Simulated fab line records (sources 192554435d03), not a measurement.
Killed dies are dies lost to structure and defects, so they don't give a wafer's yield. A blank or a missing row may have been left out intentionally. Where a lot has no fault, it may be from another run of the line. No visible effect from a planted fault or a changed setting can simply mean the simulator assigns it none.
Comparing a struck lot with a sound one :: flow n5_finfet :: 36 out of 1938 route steps
Sound: wafers L449.1, L449.5, L449.6. Wafers struck: L438.4, L438.5, L438.6. The cause is given at the end.
At each step with rows: each side's tool, then ch and its chambers, then its first start. Under that, the readings that differ: sound wafers :: struck wafers :: difference of the means :: sigmas: that difference in standard deviations of wafers without a fault.
alike: readings with means less than 2 such deviations apart, plus words and numbers identical on both sides. not compared: withheld readings, readings lacking a value on some wafer, bounds such as >300 that could conceal the same value, and numbers that have no deviation in the record and whose values overlap.
The two part at a step that has a row with sigmas, a row that says differs or no value, or rows on one side only. When numbers do not overlap yet have no deviation, they are printed without sigmas and do not part them. A reading that every wafer of one side lacks parts them only if that side has two wafers or more.

first, 9 steps without rows for these wafers: N5_BEOL_M4_ANNEAL_95 (time 240 s); N5_BEOL_M4_SPUTTER_96 (material Cu, target thk 4.5 nm, time 8.29 s); N5_BEOL_M4_ECD_50 (material Cu, target thk 300 nm); N5_BEOL_M4_ANNEAL_51 (time 90 s); N5_BEOL_M4_CMP_52 (polishes, stops on SiOC, t overpolish 6.8 s, target thk 40 nm); N5_BEOL_M4_PRE_CLEAN_60 (time 15 s); N5_BEOL_M4_CO_CAP_55 (material Co, precursor CCTBA/H2, target thk 2 nm, time 102.1 s); N5_BEOL_M4_PRE_CLEAN_56 (time 15 s); N5_BEOL_M4_DEP_57 (deposits SiCN from 3MS/NH3, target thk 8 nm, time 14 s).
N5_BEOL_M4_RC_MEAS_101:
  sound on prober-02 ch 0, day 13 23:29; struck on prober-02 ch 0, day 11 05:56
  alike: DIBL_N, DIBL_P, IOFF_N, IOFF_P, ION_N, ION_P, SS_N, SS_P, VT_N, VT_P
then, 24 steps without rows for these wafers: N5_BEOL_M5_ILD_DEP_00 (deposits SiCOH lowk from DEMS/porogen, target thk 140.64 nm, time 25.9 s); N5_BEOL_M5_CURE_79 (cures SiCOH lowk, time 240 s); N5_BEOL_M5_PECVD_70 (deposits SiO2 from TEOS/O2, target thk 16 nm, time 18 s); N5_BEOL_M5_HM_DEP_02 (deposits TiN, target thk 20 nm); N5_BEOL_M5_COAT_59 (time 60 s, resist thk 60 nm); N5_BEOL_M5_COAT_60 (time 60 s, resist thk 12 nm); N5_BEOL_M5_COAT_71 (time 60 s, resist thk 5 nm); N5_BEOL_M5_COAT_05 (resist thk 30 nm); N5_BEOL_M5_EBR_07; N5_BEOL_M5_SOFTBAKE_06 (time 60 s); N5_BEOL_M5_EXPOSE_08 (exposes mask M5, target cd 28 nm); N5_BEOL_M5_PEB_09 (peb time 60 s); N5_BEOL_M5_DEVELOP_10 (develop time 30 s); N5_BEOL_M5_DESCUM_16 (chemistry O2, time 7 s); N5_BEOL_M5_ETCH_72 (etches underlayer in N2/H2, target depth 6.5 nm, time 5.2 s); N5_BEOL_M5_ETCH_61 (etches SiARC in CF4, target depth 15.6 nm, time 26 s); N5_BEOL_M5_ETCH_62 (etches SOC in N2/H2, target depth 75 nm, overetch 15 nm, time 112.5 s); N5_BEOL_M5_STRIP_63 (strips in N2/H2); N5_BEOL_M5_STRIP_73 (strips in N2/H2); N5_BEOL_M5_STRIP_64 (strips in CF4); N5_BEOL_M5_HM_OPEN_17 (chemistry Cl2/BCl3, target TiN, target depth 20 nm, overetch 6 nm); N5_BEOL_M5_STRIP_19 (strips in O2); N5_BEOL_M5_COAT_65 (time 60 s, resist thk 60 nm); N5_BEOL_M5_COAT_66 (time 60 s, resist thk 12 nm).
N5_BEOL_M5_ETCH_41: etches SiCN in CH3F/O2, target depth 31.5 nm, time 56.7 s.
  sound on rie_diel-01 ch 0,1, day 14 03:49; struck on rie_diel-04 ch 0,1,3, day 11 11:46
  no value came back on the struck wafers for any of 8 readings (CH3F_flow_sccm (sccm), O2_flow_sccm (sccm) and others); on the sound wafers CH3F_flow_sccm (sccm) reads 30.15 29.93 29.97
  not compared: rf_hours_counter_h
-- record jumps: 4 days separate the struck wafers' starts on either side; left off in module BEOL_M5, taken up again in module PASSIVATION, whose first shown step is the route's number 1936 --
N5_PASSIVATION_PROBE_49:
  the record has rows for the struck wafers here (prober-02, day 15 13:32) and none for the sound ones

## WHERE THEY PART
Last at N5_PASSIVATION_PROBE_49 as far as this record goes, first at N5_BEOL_M5_ETCH_41.

WHY: what had been put in by the simulator
Entire step skipped (rie_diel-04, N5_BEOL_M5_ETCH_41), from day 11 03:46 onward. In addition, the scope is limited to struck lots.
